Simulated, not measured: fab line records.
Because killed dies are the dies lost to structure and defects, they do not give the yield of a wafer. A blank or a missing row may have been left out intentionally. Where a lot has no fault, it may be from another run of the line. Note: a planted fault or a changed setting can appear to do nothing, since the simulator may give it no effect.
Chamber matching ; flow nand-harc ; rie-si-06 running NHARC_A_DECK1_JOINT_ETCHBACK_00: 4 sister chambers
The step etches the open film in HBr, target depth 30 nm, time 17.4 s. 4 wafers are shown with their chamber, then 8 later ones without.

## WAFERS PAIRED WITH THEIR CHAMBERS
wafer;chamber;drypump-motor-current-A (A)
L236.3;1;5.29
L244.1;3;5.17
L244.6;2;5.71
L252.2;0;4.84

## WAFERS WITHOUT THEIR CHAMBER
wafer;drypump-motor-current-A (A)
L252.4;5.70
L252.6;4.84
L254.3;5.27
L254.5;5.29
L254.6;4.84
L256.1;4.83
L256.5;5.17
L256.6;5.69

## WHICH CHAMBER EACH WENT THROUGH
wafer;from the rows above;in truth
L252.4;2;2
L252.6;0;0
L254.3;1;1
L254.5;1;1
L254.6;0;0
L256.1;0;0
L256.5;3;3
L256.6;2;2
Placed correctly: 8 of 8. Can't be placed from these rows: 0. Placed wrongly: 0.
How it was worked out, from the rows above alone: a wafer's distance from a chamber is the root of the sum, over the readings, of the square of ((its reading less the chamber's mean) divided by the reading's scatter). If the next closest chamber is less than 2 further off than the closest, the wafer can't be placed; otherwise it belongs to the closest. A chamber's mean is the mean of its shown wafers. The scatter: root of mean squared gap, hidden wafer to nearest shown wafer, with one shown wafer a chamber.
